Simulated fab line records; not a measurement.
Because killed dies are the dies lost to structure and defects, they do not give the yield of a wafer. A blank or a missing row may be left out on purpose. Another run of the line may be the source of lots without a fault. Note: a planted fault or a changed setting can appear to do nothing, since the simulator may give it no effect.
fab line records	flow n5_finfet
record lots=10	wafers=30	last_day=19
route steps=1938 shown BEOL_M2@899 BEOL_M4@1111 PASSIVATION@1936
lots that met no fault: taken from a fault-free run of the same line
start_h: the number of hours between the record's first day and the start of the first shown wafer of the lot	wait_h: hours since the lot's step before	" unchanged from the row above	L1.1+2: a row that stands for several wafers	- value missing, or start not given	* or withheld: withheld	< > ~ a bound
route shown NAME@n: NAME is a module with steps in the file, n the number in the route of the first one	usual: average and standard deviation across the fault-free wafers	same: alike in all rows	chamber/n: place in a boat	sites: per-site readings	_std_site: the standard deviation of these	_edge_site: outer sites' mean less inner sites'	radius_mm: how far each site lies from the wafer's centre	mask NAME#n: copy n	behind: the last tool/chamber to shape the wafer	hold: cause of the lot's hold/its duration in hours/its outcome	device: names the non-switching transistor (n, p or np)	end of line: the same wafers' tests at the end of the route	for a step that has no rows: nothing shown but its recipe	killed: dies lost to structure and defects at the first sort, not the wafer's yield	map: a wafer's dies, x killed, . not, _ none there
set.NAME: setting as actually run; set.NAME@STEP: the setting as run at that earlier step	model.NAME: the simulator's own value behind a step, which no gauge read
route steps across a sampled set of lots; one table per step, one row per wafer
services: from which hour (start_h, from the record's first day; less than 0 if before it) a tool's chamber was out of use, for how many hours, and why
## steps
# step N5_BEOL_M2_DEGAS_44
# recipe ambient=vacuum	temp_c=250	time_s=60
# usual heater_power_w=336/47
# same time_s=60
lot.wafer	tool	chamber	start_h	wait_h	heater_power_w
L372.2	pvd_sputter-01	-	154.40	0.4	343
L372.3	"	-	"	"	364
L372.6	"	-	"	"	352
L374.1	pvd_sputter-03	-	157.79	0.2	304
L374.4	"	-	"	"	298
L374.5	"	-	"	"	383
L375.3	pvd_sputter-02	-	167.31	0.4	322
L375.5	"	-	"	"	369
L375.6	"	-	"	"	331
L376.1	pvd_sputter-02	-	171.17	0.2	367
L376.2	"	-	"	"	340
L376.3	"	-	"	"	418
L380.4	pvd_sputter-02	-	190.80	1.4	338
L380.5	"	-	"	"	322
L380.6	"	-	"	"	361
L389.3	pvd_sputter-02	-	245.13	0.2	374
L389.4	"	-	"	"	326
L389.6	"	-	"	"	337
L391.1	pvd_sputter-01	-	271.74	0.5	226
L391.2	"	-	"	"	340
L391.4	"	-	"	"	363
L392.1	pvd_sputter-03	-	281.07	0.3	297
L392.2	"	-	"	"	300
L392.3	"	-	"	"	342
L394.3	pvd_sputter-01	-	307.26	0.2	334
L394.5	"	-	"	"	226
L394.6	"	-	"	"	340
L395.1	pvd_sputter-03	-	311.42	0.2	291
L395.5	"	-	"	"	334
L395.6	"	-	"	"	303
# step N5_BEOL_M2_ALD_84
# recipe material=TaN	target_thk_a=*	temp_c=275	ald_precursor_family=PDMAT	ald_co_reactant=NH3	pressure_torr=3	carrier_flow_sccm=1500	pulse_time_s=2	purge_time_s=3	co_reactant_purge_time_s=2	co_reactant_pulse_time_s=3	ald_cycles=30	precursor_vessel_temp_c=75	precursor_vessel_pressure_torr=26.25	precursor_vessel_carrier_sccm=1000
# usual heater_power_w=409/39
# same co_reactant_pulse_time_s=3
lot.wafer	tool	chamber	start_h	wait_h	heater_power_w	since_wet_clean_h
L372.2	ald_metal-02	0	154.62	0.2	403	1356
L372.3	"	1	"	"	413	1356
L372.6	"	2	"	"	376	-
L374.1	ald_metal-02	2	157.99	0.1	385	1359
L374.4	"	0	"	"	399	1359
L374.5	"	2	"	"	372	-
L375.3	ald_metal-02	0	167.41	0.0	400	1369
L375.5	"	0	"	"	415	-
L375.6	"	1	"	"	414	-
L376.1	ald_metal-01	2	171.27	0.0	520	2911
L376.2	"	3	"	"	416	2911
L376.3	"	1	"	"	357	2911
L380.4	ald_metal-01	0	191.01	0.2	423	2931
L380.5	"	3	"	"	426	-
L380.6	"	0	"	"	428	-
L389.3	ald_metal-02	0	245.23	0.0	402	1447
L389.4	"	3	"	"	364	1447
L389.6	"	1	"	"	430	-
L391.1	ald_metal-02	0	271.85	0.0	407	1473
L391.2	"	1	"	"	411	1473
L391.4	"	0	"	"	412	-
L392.1	ald_metal-02	2	281.19	0.1	372	1482
L392.2	"	1	"	"	414	1482
L392.3	"	0	"	"	406	1482
L394.3	ald_metal-04	0	307.38	0.1	392	6124
L394.5	"	1	"	"	365	-
L394.6	"	2	"	"	417	-
L395.1	ald_metal-02	0	311.53	0.1	405	1513
L395.5	"	2	"	"	373	-
L395.6	"	1	"	"	408	-
# step N5_BEOL_M2_CVD_47
# recipe material=Co	target_thk_a=30	temp_c=withheld	precursor=CCTBA/H2	pressure_torr=30	time_s=223.8
# usual run_length_s=246.8/0.54
lot.wafer	tool	chamber	start_h	wait_h	run_length_s	since_wet_clean_h
L372.2	cvd_co-02	2	155.15	0.2	247.1	456
L372.3	"	0	"	"	247.3	915
L372.6	"	0	"	"	247.3	-
L374.1	cvd_co-01	0	158.29	0.1	245.7	700
L374.4	"	0	"	"	245.9	-
L374.5	"	1	"	"	246.3	-
L375.3	cvd_co-01	0	168.45	0.1	245.7	710
L375.5	"	0	"	"	245.6	-
L375.6	"	2	"	"	247.4	-
L376.1	cvd_co-02	1	171.71	0.0	246.4	35
L376.2	"	2	"	"	247.1	472
L376.3	"	0	"	"	246.8	932
L380.4	cvd_co-01	1	191.44	0.1	188.6	-
L380.5	"	2	"	"	188.8	-
L380.6	"	0	"	"	245.7	-
L389.3	cvd_co-02	0	245.67	0.1	247.6	1006
L389.4	"	0	"	"	247.4	-
L389.6	"	1	"	"	246.4	-
L391.1	cvd_co-02	2	272.70	0.1	247.8	573
L391.2	"	1	"	"	246.9	136
L391.4	"	0	"	"	247.1	-
L392.1	cvd_co-01	0	281.59	0.1	245.5	823
L392.2	"	2	"	"	247.3	364
L392.3	"	1	"	"	247.0	1260
L394.3	cvd_co-01	2	307.76	0.1	246.7	390
L394.5	"	1	"	"	246.4	-
L394.6	"	0	"	"	246.4	-
L395.1	cvd_co-01	0	311.84	0.1	245.9	853
L395.5	"	1	"	"	246.3	-
L395.6	"	2	"	"	246.8	-
# step N5_BEOL_M2_ANNEAL_49
# recipe temp_c=400	time_s=240	ambient=vacuum
# usual heater_power_w=826/120
# same time_s=240
lot.wafer	tool	chamber	start_h	wait_h	heater_power_w
L372.2	pvd_sputter-01	-	155.42	0.0	553
L372.3	"	-	"	"	884
L372.6	"	-	"	"	866
L374.1	pvd_sputter-02	-	158.64	0.0	806
L374.4	"	-	"	"	988
L374.5	"	-	"	"	818
L375.3	pvd_sputter-01	-	169.03	0.0	867
L375.5	"	-	"	"	904
L375.6	"	-	"	"	858
L376.1	pvd_sputter-01	-	171.95	0.0	868
L376.2	"	-	"	"	551
L376.3	"	-	"	"	843
L380.4	pvd_sputter-02	-	191.61	0.0	919
L380.5	"	-	"	"	916
L380.6	"	-	"	"	834
L389.3	pvd_sputter-02	-	247.58	0.0	906
L389.4	"	-	"	"	1035
L389.6	"	-	"	"	802
L391.1	pvd_sputter-01	-	274.62	0.0	563
L391.2	"	-	"	"	865
L391.4	"	-	"	"	865
L392.1	pvd_sputter-01	-	282.55	0.0	858
L392.2	"	-	"	"	553
L392.3	"	-	"	"	858
L394.3	pvd_sputter-02	-	308.01	0.0	919
L394.5	"	-	"	"	835
L394.6	"	-	"	"	918
L395.1	pvd_sputter-03	-	312.24	0.0	754
L395.5	"	-	"	"	851
L395.6	"	-	"	"	747
# step N5_BEOL_M4_RC_MEAS_101
# usual DIBL_N=35.1/1.6	DIBL_P=34.9/1.8	IOFF_N=0.143/0.026	IOFF_P=0.21/0.037	ION_N=671/11	ION_P=463/7.8	SS_N=71.2/0.58	SS_P=73.0/0.54	VT_N=251/3	VT_P=-250/4.1
lot.wafer	tool	chamber	start_h	wait_h	DIBL_N[mV/V]	DIBL_P[mV/V]	IOFF_N[nA/um]	IOFF_P[nA/um]	ION_N[uA/um]	ION_P[uA/um]	SS_N[mV/dec]	SS_P[mV/dec]	VT_N[mV]	VT_P[mV]
L372.2	prober-02	0	187.04	0.2	36.0	35.6	0.173	0.22	682	468	71.7	73.0	248	-247
L372.3	"	0	"	"	35.5	35.7	0.165	0.23	682	468	71.4	73.1	247	-244
L372.6	"	0	"	"	38.2	37.7	0.214	0.27	690	469	71.7	73.6	246	-242
L374.1	prober-02	0	191.28	0.0	32.9	32.2	0.110	0.18	663	462	69.8	72.5	255	-249
L374.4	"	0	"	"	34.7	34.7	0.137	0.21	678	472	70.9	72.8	250	-248
L374.5	"	0	"	"	35.1	35.1	0.147	0.22	680	464	71.3	72.7	252	-249
L375.3	prober-01	0	196.47	0.3	33.5	33.1	0.131	0.17	676	461	71.2	72.3	249	-254
L375.5	"	0	"	"	33.3	32.9	0.129	0.17	670	453	71.2	73.0	251	-255
L375.6	"	0	"	"	34.0	33.4	0.138	0.16	675	460	70.9	73.1	253	-254
L376.1	prober-01	0	198.56	0.0	31.5	31.2	0.092	0.12	661	455	69.7	72.1	259	-260
L376.2	"	0	"	"	35.8	35.1	0.149	0.16	655	450	71.0	72.9	251	-255
L376.3	"	0	"	"	33.8	33.7	0.122	0.15	663	453	70.4	73.3	252	-256
L380.4	prober-01	0	230.73	0.5	35.6	36.1	0.139	0.21	675	467	71.7	73.2	250	-250
L380.5	"	0	"	"	33.0	33.0	0.098	0.17	654	456	70.8	72.1	256	-252
L380.6	"	0	"	"	37.3	38.3	0.168	0.24	690	474	72.6	74.0	248	-245
L389.3	prober-01	0	286.94	0.3	35.7	35.6	0.147	0.19	670	459	71.4	73.1	250	-254
L389.4	"	0	"	"	35.8	35.3	0.151	0.18	672	459	71.8	72.7	250	-255
L389.6	"	0	"	"	34.8	34.3	0.132	0.18	679	464	71.2	72.9	251	-254
L391.1	prober-01	0	317.73	0.0	33.6	33.2	0.113	0.18	655	462	70.6	72.5	253	-249
L391.2	"	0	"	"	36.4	36.0	0.156	0.22	676	475	71.6	73.7	252	-248
L391.4	"	0	"	"	33.3	32.2	0.106	0.16	656	455	70.8	71.9	255	-252
L392.1	prober-01	0	330.80	0.0	34.3	33.8	0.121	0.19	656	450	71.3	72.6	253	-251
L392.2	"	0	"	"	37.4	38.1	0.175	0.26	675	472	71.4	73.6	249	-247
L392.3	"	0	"	"	36.3	36.9	0.154	0.23	674	472	71.2	72.7	251	-250
L394.3	prober-01	0	339.92	0.9	37.5	36.4	0.162	0.26	673	469	71.4	73.5	252	-244
L394.5	"	0	"	"	35.5	34.0	0.135	0.23	673	466	71.0	73.5	251	-247
L394.6	"	0	"	"	36.4	35.6	0.157	0.25	677	476	71.7	74.0	250	-243
L395.1	prober-01	0	340.87	0.0	35.0	35.3	0.138	0.21	667	463	71.1	73.1	249	-248
L395.5	"	0	"	"	34.8	36.6	0.135	0.23	661	462	71.2	73.1	249	-247
L395.6	"	0	"	"	35.2	35.1	0.132	0.21	677	474	71.0	73.1	249	-248
# step N5_PASSIVATION_PROBE_49
# usual defect_limited_yield=91.1/1.4	killed_at_M0_to_M3=36/11	killed_at_M4_up=14/5.2	killed_at_contacts=12/6.1	killed_at_front_end=40/12	killed_at_other=3.2/2.5	killed_dies=105/16	killed_open=68/12	killed_short=35/8.7	sort_bin_5_function=5.2/0.89	sort_bin_6_memory=3.3/0.66	sort_n_pass=1074/16	sort_yield_pct=91.1/1.4
# same gross_dies=1180	killed_at_back_side=0	sort_bin_4_leakage[%]=0	sort_bin_8_speed[%]=0
lot.wafer	tool	chamber	start_h	wait_h	defect_limited_yield[%]	killed_at_M0_to_M3	killed_at_M4_up	killed_at_contacts	killed_at_front_end	killed_at_other	killed_dies	killed_open	killed_short	sort_bin_5_function[%]	sort_bin_6_memory[%]	sort_n_pass	sort_yield_pct[%]
L372.2	prober-01	-	320.60	0.1	89.8	44	19	13	38	6	120	75	45	5.6	4.2	1060	89.8
L372.3	prober-01	-	320.65	0.1	90.8	26	21	13	45	3	108	76	30	5.8	3.1	1072	90.8
L372.6	prober-01	-	320.80	0.3	89.3	33	22	8	63	0	126	75	45	7.3	2.8	1054	89.3
L380.4	prober-02	-	338.34	0.2	90.9	30	6	38	27	6	107	68	38	4.8	3.8	1073	90.9
L380.5	prober-02	-	338.39	0.2	92.6	28	12	12	33	2	87	57	26	4.2	3.1	1093	92.6
L380.6	prober-02	-	338.44	0.3	90.9	44	18	9	28	8	107	47	59	5.3	3.3	1073	90.9
L389.3	prober-01	-	387.76	0.1	90.7	46	18	15	29	2	110	73	36	6.1	2.9	1070	90.7
L389.4	prober-01	-	387.81	0.2	89.6	49	14	23	35	2	123	92	28	5.8	4.5	1057	89.6
L389.6	prober-01	-	387.91	0.3	91.5	29	10	12	45	4	100	62	36	5.6	2.4	1080	91.5
L391.1	prober-01	-	420.76	0.0	90.3	48	13	7	44	2	114	70	33	5.1	3.8	1066	90.3
L391.2	prober-01	-	420.81	0.1	90.0	39	37	9	32	1	118	60	56	5.8	3.7	1062	90.0
L391.4	prober-01	-	420.91	0.2	88.6	42	21	17	50	5	135	82	49	6.0	4.5	1045	88.6
L392.1	prober-01	-	448.81	0.0	88.8	44	18	8	58	4	132	93	37	6.0	4.9	1048	88.8
L392.2	prober-01	-	448.86	0.1	88.6	36	24	10	58	7	135	80	51	6.8	4.1	1045	88.6
L392.3	prober-01	-	448.91	0.1	92.8	35	11	7	30	2	85	40	42	4.4	2.2	1095	92.8
L395.1	prober-01	-	459.12	0.0	89.2	34	6	23	63	2	128	72	54	5.9	4.3	1052	89.2
L395.5	prober-01	-	459.32	0.2	90.3	25	12	13	65	0	115	78	36	5.8	3.6	1065	90.3
L395.6	prober-01	-	459.37	0.3	90.5	33	14	12	51	2	112	73	34	5.3	3.6	1068	90.5
# killed by level:class
L372.2 MOL_CONTACT_COAG:geometric_particle:open=12 BEOL_M2:geometric_particle:open=11 STI_FIN_REVEAL:geometric_particle:open=9 BEOL_M4:geometric_particle:short=7 BEOL_M4:geometric_particle:open=7 FIN_SAQP:geometric_particle:short=6 BEOL_M3:geometric_particle:open=6 BEOL_M1:geometric_particle:open=5
L372.3 STI_FIN_REVEAL:geometric_particle:open=13 BEOL_M2:geometric_particle:open=10 MOL_CONTACT_COAG:geometric_particle:open=9 FIN_SAQP:geometric_particle:open=7 BEOL_M4:geometric_particle:open=7 FIN_SAQP:geometric_particle:short=6 BEOL_M0_SAQP:geometric_particle:open=6 DUMMY_GATE:geometric_particle:open=4
L372.6 FIN_SAQP:geometric_particle:open=14 FIN_SAQP:geometric_particle:short=11 BEOL_M4:geometric_particle:open=10 BEOL_M0_SAQP:geometric_particle:short=9 STI_FIN_REVEAL:geometric_particle:open=7 DUMMY_GATE:geometric_particle:open=7 BEOL_M1:geometric_particle:short=6 MOL_CONTACT_COAG:geometric_particle:open=6
L380.4 MOL_CONTACT_COAG:geometric_particle:open=30 MOL_CONTACT_COAG:geometric_particle:short=8 BEOL_M0_SAQP:geometric_particle:short=7 FIN_SAQP:geometric_particle:open=6 BEOL_M0_SAQP:geometric_particle:open=6 FIN_SAQP:geometric_particle:short=5 BEOL_M3:geometric_particle:open=5 STI_FIN_REVEAL:geometric_particle:open=4
L380.5 MOL_CONTACT_COAG:geometric_particle:open=11 BEOL_M0_SAQP:geometric_particle:open=8 FIN_SAQP:geometric_particle:open=6 FIN_SAQP:geometric_particle:short=6 BEOL_M0_SAQP:geometric_particle:short=6 GATE_CUT:geometric_particle:open=5 BEOL_M3:geometric_particle:open=5 STARTING-WAFER:geometric_particle:open=4
L380.6 BEOL_M0_SAQP:geometric_particle:short=26 FIN_SAQP:geometric_particle:short=12 BEOL_M0_SAQP:geometric_particle:open=11 MOL_CONTACT_COAG:geometric_particle:open=7 FIN_SAQP:geometric_particle:open=4 BEOL_M4:geometric_particle:open=4 GATE_CUT:geometric_particle:short=3 BEOL_M5:geometric_particle:open=3
L389.3 BEOL_M2:geometric_particle:open=12 MOL_CONTACT_COAG:geometric_particle:open=11 BEOL_M1:geometric_particle:open=11 STI_FIN_REVEAL:geometric_particle:open=8 BEOL_M0_SAQP:geometric_particle:short=7 BEOL_M4:geometric_particle:open=7 BEOL_M2:geometric_particle:short=5 BEOL_M3:geometric_particle:open=5
L389.4 BEOL_M2:geometric_particle:open=20 MOL_CONTACT_COAG:geometric_particle:open=18 STI_FIN_REVEAL:geometric_particle:open=11 BEOL_M1:geometric_particle:open=9 DUMMY_GATE:geometric_particle:open=7 BEOL_M0_SAQP:geometric_particle:open=6 BEOL_M4:geometric_particle:open=5 MOL_CONTACT_COAG:geometric_particle:short=4
L389.6 STI_FIN_REVEAL:geometric_particle:open=12 MOL_CONTACT_COAG:geometric_particle:open=11 GATE_CUT:geometric_particle:short=7 FIN_SAQP:geometric_particle:short=6 STI_FIN_REVEAL:geometric_particle:short=6 BEOL_M0_SAQP:geometric_particle:open=6 BEOL_M1:geometric_particle:open=5 BEOL_M3:geometric_particle:open=5
L391.1 DUMMY_GATE:geometric_particle:open=8 BEOL_M3:geometric_particle:open=8 FIN_SAQP:geometric_particle:short=7 HKMG_FIN:area_etch=7 BEOL_M0_SAQP:geometric_particle:short=6 BEOL_M0:geometric_particle:open=6 BEOL_M2:geometric_particle:open=6 BEOL_M2:geometric_particle:short=6
L391.2 BEOL_M4:geometric_particle:open=11 BEOL_M7:geometric_particle:open=10 BEOL_M0_SAQP:geometric_particle:short=9 FIN_SAQP:geometric_particle:short=8 GATE_CUT:geometric_particle:short=8 BEOL_M4:geometric_particle:short=7 BEOL_M1:geometric_particle:open=5 MOL_CONTACT_COAG:geometric_particle:open=5
L391.4 MOL_CONTACT_COAG:geometric_particle:open=13 GATE_CUT:geometric_particle:short=12 BEOL_M2:geometric_particle:open=11 FIN_SAQP:geometric_particle:short=10 BEOL_M3:geometric_particle:open=9 BEOL_M4:geometric_particle:open=9 FIN_SAQP:geometric_particle:open=7 BEOL_M0_SAQP:geometric_particle:open=6
L392.1 FIN_SAQP:geometric_particle:open=23 BEOL_M4:geometric_particle:open=14 BEOL_M0_SAQP:geometric_particle:open=10 BEOL_M0_SAQP:geometric_particle:short=9 BEOL_M3:geometric_particle:open=9 FIN_SAQP:geometric_particle:short=8 STI_FIN_REVEAL:geometric_particle:open=7 DUMMY_GATE:geometric_particle:open=6
L392.2 FIN_SAQP:geometric_particle:short=15 FIN_SAQP:geometric_particle:open=11 BEOL_M4:geometric_particle:open=11 BEOL_M0_SAQP:geometric_particle:short=10 MOL_CONTACT_COAG:geometric_particle:open=8 STI_FIN_REVEAL:geometric_particle:open=7 DUMMY_GATE:geometric_particle:open=6 BEOL_M3:geometric_particle:open=6
L392.3 BEOL_M0_SAQP:geometric_particle:short=10 FIN_SAQP:geometric_particle:short=8 BEOL_M0_SAQP:geometric_particle:open=7 BEOL_M3:geometric_particle:short=7 MOL_CONTACT_COAG:geometric_particle:open=6 BEOL_M3:geometric_particle:open=6 STI_FIN_REVEAL:geometric_particle:open=4 GATE_CUT:geometric_particle:short=4
L395.1 FIN_SAQP:geometric_particle:short=20 MOL_CONTACT_COAG:geometric_particle:open=18 FIN_SAQP:geometric_particle:open=14 GATE_CUT:geometric_particle:short=10 BEOL_M0_SAQP:geometric_particle:open=8 BEOL_M1:geometric_particle:open=7 DUMMY_GATE:geometric_particle:open=7 BEOL_M0_SAQP:geometric_particle:short=7
L395.5 FIN_SAQP:geometric_particle:open=24 GATE_CUT:geometric_particle:short=10 MOL_CONTACT_COAG:geometric_particle:open=10 BEOL_M4:geometric_particle:open=9 FIN_SAQP:geometric_particle:short=8 DUMMY_GATE:geometric_particle:open=6 BEOL_M3:geometric_particle:open=6 BEOL_M3:geometric_particle:short=6
L395.6 FIN_SAQP:geometric_particle:open=16 MOL_CONTACT_COAG:geometric_particle:open=11 BEOL_M2:geometric_particle:open=7 BEOL_M3:geometric_particle:short=7 DUMMY_GATE:geometric_particle:open=6 BEOL_M3:geometric_particle:open=6 FIN_SAQP:geometric_particle:short=5 GATE_CUT:geometric_particle:short=5
## services
tool	chamber	start_h	hours	kind
cvd_co-01	-	131.06	0.4	repair
cvd_co-02	-	135.12	4.3	pm
ald_metal-04	-	147.83	2.8	pm
cvd_co-02	-	163.65	6.9	pm
pvd_sputter-03	-	168.35	2.5	repair
ald_metal-04	-	188.72	1.3	repair
ald_metal-01	2	209.68	14.3	repair
cvd_co-02	-	254.53	0.8	repair
pvd_sputter-03	-	256.81	10.5	repair
ald_metal-02	3	260.21	36.9	repair
ald_metal-02	0	261.46	-	calibration
ald_metal-04	-	277.25	0.8	repair
ald_metal-04	0	293.78	-	calibration
cvd_co-02	1	301.81	3.3	repair
## key
first_sign step=N5_BEOL_M2_CVD_47	reading=run_length_s	direction=down	sigmas=99+	usual=*	struck=*
effect none on later readings
met_at N5_BEOL_M2_CVD_47
struck_lots L380
struck_wafers L380.4,L380.5
not_acting_at N5_BEOL_M2_DEGAS_44,N5_BEOL_M2_ALD_84,N5_BEOL_M2_ANNEAL_49
onset_between 168.45 191.44
fault kind=process_parameter_drift	tool=cvd_co-01	chamber=-	onset_h=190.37	steps=N5_BEOL_M2_CVD_47	channel=time_s	offset=*	shape=step	end_h=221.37	scope=struck_wafers_only	acts_in=*	stated=*
